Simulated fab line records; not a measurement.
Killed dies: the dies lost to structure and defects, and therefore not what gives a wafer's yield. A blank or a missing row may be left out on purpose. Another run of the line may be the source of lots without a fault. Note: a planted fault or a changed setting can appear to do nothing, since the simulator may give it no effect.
A struck lot beside a sound one	flow nand-harc	13 steps out of a route of 1302
Sound: the wafers L735.1, L735.3, L735.6. Struck: wafers L741.4, L741.5, L741.6. At the end, the cause is stated.
At each step with rows: each side's tool, then ch and its chambers, then its first start. Under that, the readings that differ: sound wafers	struck wafers	difference of the means	sigmas: that difference in standard deviations of wafers without a fault.
alike: a reading whose means differ by less than 2 such deviations, as well as words and numbers matching on both sides. not compared: withheld readings; readings where some wafer has no value; bounds like >300 that might hide an equal value; numbers whose values overlap and for which the record gives no deviation.
The two part at a step that has a row with sigmas, a row that says differs or no value, or rows on one side only. When numbers do not overlap yet have no deviation, they are printed without sigmas and do not part them. A reading that every wafer of one side lacks parts them only if that side has two wafers or more.

NHARC_A_BLC_CMP_25: polishes, t overpolish 30 s, target thk 150 nm.
  sound on cmp-02 ch 1,2, day 23 11:49; struck on cmp-01 ch 1,2,3, day 26 22:01
  alike: motor-current-A, overpolish-run-s, time-to-endpoint-s
next, for these wafers, 1 step has no rows: NHARC_A_BLC_SRD_27.
NHARC_A_BLC_INSPECT_28:
  sound: defect-inspect-01 at day 23 12:13; struck: defect-inspect-02 at day 26 22:22
reading	sound	struck	difference	sigmas
raw-defect-count	939 824 693	488 581 525	-287	-2
then, 8 steps without rows for these wafers: NHARC_A_M0_DEP_00 (deposits SiOC, target thk 150 nm); NHARC_A_M0_DEHYDRATE_01 (time 120 s); NHARC_A_M0_HMDS_02 (time 30 s); NHARC_A_M0_COAT_33 (time 65 s); NHARC_A_M0_COAT_03 (resist thk 90 nm); NHARC_A_M0_SOFTBAKE_04 (time 55 s); NHARC_A_M0_EBR_05; NHARC_A_M0_EXPOSE_06 (exposes mask A M0, target cd 80 nm).
NHARC_A_M0_PEB_07: peb time 65 s.
  sound on litho-track-01 ch 0, day 23 12:55; struck on litho-track-01 ch 0, day 26 23:11
reading	sound	struck	difference	sigmas
heater-power-total-W (W)	156.7 157.2 157.1	137.9 137.9 136.8	-19.5	-47
plate-temp-C (C)	100.01 100.03 99.98	90.95 90.94 91.01	-9.04	-82
then, 1 step without rows for these wafers: NHARC_A_M0_DEVELOP_08 (develop time 35 s).

== WHERE THEY PART ==
Last at NHARC_A_M0_PEB_07 as far as this record goes, first at NHARC_A_BLC_INSPECT_28.

WHY: whatever the simulator had introduced
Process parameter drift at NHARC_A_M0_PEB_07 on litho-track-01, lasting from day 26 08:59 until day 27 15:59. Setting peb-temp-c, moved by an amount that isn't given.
